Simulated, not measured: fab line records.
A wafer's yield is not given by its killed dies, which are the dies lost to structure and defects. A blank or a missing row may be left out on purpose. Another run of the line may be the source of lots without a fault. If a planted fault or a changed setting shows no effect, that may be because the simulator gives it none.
Chamber matching    flow n5-finfet    rie-diel-04 running N5_BEOL_M0_SAQP_ETCH_83: 4 sister chambers
The step etches SiARC in CF4, target depth 39 nm, time 65 s. 4 wafers are shown with their chamber, then 7 later ones without.

== WAFERS PAIRED WITH THEIR CHAMBERS ==
wafer   chamber  throttle-valve-pct (%)
L083.2  0        16.14
L087.6  1        15.34
L091.2  3        15.60
L091.4  2        16.01

== WAFERS WITH NO CHAMBER GIVEN ==
wafer   throttle-valve-pct (%)
L091.6  15.64
L090.1  15.35
L090.5  16.02
L090.6  15.60
L094.4  16.05
L094.5  15.62
L094.6  16.04

== THE CHAMBER EACH PASSED THROUGH ==
wafer    from the rows above       in truth
L091.6   3                         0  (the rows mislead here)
L090.1   1                         1
L090.5   2                         2
L090.6   3                         3
L094.4   can't be placed: 2 or 0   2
L094.5   3                         3
L094.6   2                         2
5 of 7 placed correctly. From these rows, 1 cannot be placed; in 1 the true chamber is one of the candidates. Placed wrongly: 1.
How it was worked out, from the rows above alone: a wafer's distance from a chamber is the root of the sum, over the readings, of the square of ((its reading less the chamber's mean) divided by the reading's scatter). The wafer belongs to the nearest chamber; if the next one is less than 2 further off, it can't be placed. A chamber's mean is the mean of its shown wafers. The scatter (one wafer shown for each chamber): square how far every hidden wafer sits from the nearest shown wafer, average those squares and take the square root.
